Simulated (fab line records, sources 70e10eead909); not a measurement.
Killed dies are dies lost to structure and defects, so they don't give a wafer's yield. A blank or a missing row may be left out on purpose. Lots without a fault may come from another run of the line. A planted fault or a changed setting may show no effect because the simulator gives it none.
One fault seen from 2 desks | flow nand_harc | each desk has only its own numbers; what lay behind them comes last

THE TOOL OWNER'S DESK: pecvd-03
The tool's own readings at NHARC_P_CONTACT_DEP_30 (deposits SiNx, target thk 30 nm): means of the sampled wafers that have a number, for each lot that ran on this tool. A lot is out of limits, marked OUT, if its mean lies more than 4 standard deviations from the usual mean; the brackets give that distance.
Columns: A = heater_power_outer_w at NHARC_P_CONTACT_DEP_30, usual 474 W; B = heater_power_w at NHARC_P_CONTACT_DEP_30, usual 774 W
lot  | first seen here | A   | B
L348 | day 6 09:56     | 464 | 737
L355 | day 9 19:43     | 500 | 769
L359 | day 11 19:06    | 419 | 687
L361 | day 12 06:20    | 487 | 747
L365 | day 13 12:22    | 491 | 773
This desk's finding: nothing out of limits on any of the 5 lots.

THE METROLOGY DESK
What the gauges read, lot by lot, whatever tool the lot ran on: means of the sampled wafers that have a number. A lot is out of limits, marked OUT, if its mean lies more than 4 standard deviations from the usual mean; the brackets give that distance.
Columns: A = cd_nm at NHARC_THIN_TSV_CD_MEAS_16, usual 1000.0 nm
lot  | first seen here | A
L347 | day 24 01:36    | 1000.5
L349 | day 24 07:30    | 1003.1
L348 | day 24 08:43    | 1000.2
L350 | day 25 02:29    | 997.6
L351 | day 25 18:53    | 1001.9
L354 | day 26 19:13    | 999.6
L353 | day 26 20:33    | 1002.1
L352 | day 27 01:29    | 1000.1
L355 | day 28 00:43    | 1000.7
L357 | day 28 01:55    | 999.2
L361 | day 29 18:58    | 999.4
L359 | day 29 21:21    | 1001.6
L365 | day 31 10:50    | 1000.7
L369 | day 32 22:20    | 999.6
This desk's finding: nothing out of limits on any of the 14 lots.

PUT TOGETHER
The tool owner's desk saw nothing out of limits.
The metrology desk saw nothing out of limits.

WHAT THE SIMULATOR HAD PUT IN
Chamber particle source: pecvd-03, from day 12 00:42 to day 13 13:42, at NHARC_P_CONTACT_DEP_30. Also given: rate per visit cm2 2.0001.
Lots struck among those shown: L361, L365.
